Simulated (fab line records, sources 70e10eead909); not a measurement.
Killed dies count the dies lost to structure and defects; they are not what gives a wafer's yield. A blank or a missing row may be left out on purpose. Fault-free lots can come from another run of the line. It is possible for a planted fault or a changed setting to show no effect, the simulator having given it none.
Which tool is to blame?	flow nand harc	Sampling: 12 lots, 36 wafers, 5 of 1302 route steps

== WHAT THE GAUGES READ, wafer by wafer ==
NHARC_A_CONTACT_OVL_MEAS_09. Usual: overlay x nm -0.1 nm, standard deviation 0.87; overlay y nm 0.1 nm, standard deviation 0.86.
lot	measured	on	overlay x nm (nm)	overlay y nm (nm)	flag
L747	day 22 12:22	overlay-02	0.6 0.3 0.9	-0.5 -0.7 -0.3	
L750	day 23 05:34	overlay-01	-1.2 -1.6 -1.3	-1.3 -1.6 -2.0	
L749	day 23 06:55	overlay-01	-0.1 0.0 0.3	0.3 0.2 0.6	
L751	day 23 18:02	overlay-01	-2.1 -2.1 -2.2	-0.5 0.5 -0.1	
L752	day 25 10:19	overlay-02	0.3 -0.3 0.0	-0.4 0.1 -0.4	
L754	day 25 20:32	overlay-02	-0.3 -0.8 -0.5	-0.2 -0.2 -0.6	
L762	day 28 23:40	overlay-01	0.8 0.5 0.3	0.0 -0.4 -0.1	
L764	day 29 21:49	overlay-02	0.2 -0.1 0.2	1.6 1.5 1.4	
L768	day 31 16:32	overlay-01	-0.6 -0.1 -0.3	-0.4 -0.2 -0.3	
L770	day 31 23:22	overlay-01	1.4 1.5 1.0	0.7 0.5 0.2	
L767	day 32 01:04	overlay-02	1.4 1.5 1.5	0.7 0.5 0.9	
L769	day 32 08:55	overlay-02	0.6 0.6 0.0	0.4 0.4 0.7	

NHARC_END_SORT_01. Usual: killed at array 52, standard deviation 17; killed at other 0.9, standard deviation 1.2; killed at periphery 3.9, standard deviation 2.7; killed dies 57, standard deviation 16; killed open 3.3, standard deviation 1.9; killed short 2.5, standard deviation 1.5.
lot	measured	on	killed at array	killed at other	killed at periphery	killed dies	killed open	killed short	flag
L749	day 25 16:59	prober-02	59 76 80	0 0 0	3 3 1	62 79 81	2 2 2	1 2 4	
L762	day 31 01:38	prober-02	674 49 31	1 0 1	2 9 3	677 58 35	3 4 5	2 0 2	OFF
L764	day 31 22:09	prober-02	52 673 675	0 1 1	3 3 1	55 677 677	3 2 6	0 1 1	OFF

== WHICH TOOL RAN EACH LOT (tool, then ch and the chambers of the sampled wafers, then the start) ==
lot	NHARC_A_CONTACT_ETCH_88	NHARC_A_CONTACT_ETCH_139	NHARC_A_CONTACT_ALD_18
L747	rie diel-04 ch 1,2,3, day 22 12:34	har cap etch-02 ch 0,1, day 22 14:51	ald metal-04 ch 0,1,2, day 22 16:35
L750	rie diel-02 ch 1,2,3, day 23 05:46	har cap etch-01 ch 1, day 23 08:25	ald metal-01 ch 0,3, day 23 10:13
L749	rie diel-02 ch 0,1,3, day 23 07:07	har cap etch-03 ch 0,1, day 23 09:39	ald metal-03 ch 1,2,3, day 23 12:12
L751	rie diel-02 ch 1,2,3, day 23 18:14	har cap etch-03 ch 0,1, day 23 20:34	ald metal-01 ch 0,3, day 23 22:46
L752	rie diel-02 ch 0,1, day 25 10:32	har cap etch-01 ch 0,1, day 25 13:08	ald metal-03 ch 1,3, day 25 14:50
L754	rie diel-02 ch 0,1,2, day 25 20:44	har cap etch-01 ch 0,1, day 25 23:05	ald metal-04 ch 1,2, day 26 00:48
L762	rie diel-11 ch 1,3, day 28 23:52	har cap etch-03 ch 0,1, day 29 02:16	ald metal-03 ch 0,3, day 29 04:00
L764	rie diel-02 ch 2,3, day 29 22:00	har cap etch-01 ch 0,1, day 30 00:50	ald metal-03 ch 0,3, day 30 02:35
L768	rie diel-02 ch 2,3, day 31 16:43	har cap etch-02 ch 0,1, day 31 19:03	ald metal-04 ch 1,2,3, day 31 20:47
L770	rie diel-11 ch 0,3, day 31 23:35	har cap etch-02 ch 0,1, day 32 02:08	ald metal-01 ch 0,1, day 32 03:56
L767	rie diel-02 ch 0,2,3, day 32 01:14	har cap etch-01 ch 0,1, day 32 03:34	ald metal-04 ch 0,1,2, day 32 05:19
L769	rie diel-04 ch 1,2,3, day 32 09:05	har cap etch-01 ch 0,1, day 32 11:25	ald metal-04 ch 0,1,2, day 32 13:13
- NHARC_A_CONTACT_ETCH_88: etches the open film in CF4, target depth 39 nm, time 65 s.
- NHARC_A_CONTACT_ETCH_139: etches the open film in C4F8/O2/Ar, time 195 s, target depth 840 nm.
- NHARC_A_CONTACT_ALD_18: deposits TiN, target thk 3 nm, pulse time 1 s, ald cycles 150.

== AS READ BY THE TOOLS THEMSELVES (means over the sampled wafers that have a number; for cases with no such wafer, the mark the record gives instead) ==
NHARC_A_CONTACT_ETCH_88. Usual: drypump motor current A 5.5 A, standard deviation 0.4; oes product au 0.999 a.u., standard deviation 0.01; rf fwd power W 296.7 W, standard deviation 1.3; rf vpp V 151.6 V, standard deviation 1.4; showerhead plenum p Torr 1.79 Torr, standard deviation 0.081; throttle valve pct 13.284 %, standard deviation 0.0084.
lot	tool	drypump motor current A (A)	oes product au (a.u.)	rf fwd power W (W)	rf vpp V (V)	showerhead plenum p Torr (Torr)	throttle valve pct (%)	flag
L747	rie diel-04	5.2	1.003	297.4	150.0	1.71	13.293	
L750	rie diel-02	5.5	1.001	297.4	150.6	1.77	13.285	
L749	rie diel-02	5.6	1.002	297.0	152.1	1.83	13.285	
L751	rie diel-02	5.5	1.001	297.5	151.2	1.77	13.291	
L752	rie diel-02	5.5	1.004	297.7	151.9	1.83	13.288	
L754	rie diel-02	5.3	1.005	297.4	151.3	1.76	13.285	
L762	rie diel-11	5.3	0.991	296.2	151.6	1.80	13.293	
L764	rie diel-02	5.8	0.986	295.9	150.7	1.77	13.285	
L768	rie diel-02	5.8	0.989	295.8	150.8	1.76	13.286	
L770	rie diel-11	5.5	1.007	296.6	152.6	1.87	13.282	
L767	rie diel-02	5.7	0.997	297.1	151.2	1.76	13.283	
L769	rie diel-04	5.2	0.999	297.3	151.7	1.78	13.286	

NHARC_A_CONTACT_ALD_18. Usual: heater power w 1117 W, standard deviation 84; precursor pulse height rel 0.997, standard deviation 0.02; susceptor temp C 449.98 C, standard deviation 0.26.
lot	tool	heater power w (W)	precursor pulse height rel	susceptor temp C (C)	flag
L747	ald metal-04	1183	1.000	450.02	
L750	ald metal-01	1092	0.996	-	OFF
L749	ald metal-03	1133	0.993	449.88	
L751	ald metal-01	1100	0.987	449.83	
L752	ald metal-03	1136	1.003	449.89	
L754	ald metal-04	1206	0.998	449.70	
L762	ald metal-03	1122	0.994	449.88	
L764	ald metal-03	1115	1.005	449.91	
L768	ald metal-04	1170	0.989	449.62	
L770	ald metal-01	1054	0.997	450.10	
L767	ald metal-04	1188	1.003	450.04	
L769	ald metal-04	1191	1.000	450.03	

== THE ANSWER, worked out from the rows above alone ==
Rule: take the mean of a lot's wafers that have a number; if it is more than 3 standard deviations from the usual mean, the lot is off. Also off: a lot with no number at a reading for which 4 or more lots have one. Where the step has rows for the other lots, those lots are counted as sound. After the gauges, taken in route order, come the tools' own readings; for these a lot's mean is taken, as printed above. The first step at which some lot is off is used, and at that step the reading that is off furthest; a lot without a number counts as furthest.
Off: L762, L764, at NHARC_END_SORT_01 (killed dies). Neither off nor sound, because the step has no rows for them: L747, L750, L751, L752, L754, L768, L770, L767, L769.
A tool fits if, at a process step before that reading, it ran every lot that is off, and no sound lot after the first of them. The gauges at NHARC_END_SORT_01 are tried like those tools. This does not decide it: 2 tools fit, namely ald metal-03 at NHARC_A_CONTACT_ALD_18 and prober-02 at NHARC_END_SORT_01.

== WHAT THE SIMULATOR HAD PUT IN ==
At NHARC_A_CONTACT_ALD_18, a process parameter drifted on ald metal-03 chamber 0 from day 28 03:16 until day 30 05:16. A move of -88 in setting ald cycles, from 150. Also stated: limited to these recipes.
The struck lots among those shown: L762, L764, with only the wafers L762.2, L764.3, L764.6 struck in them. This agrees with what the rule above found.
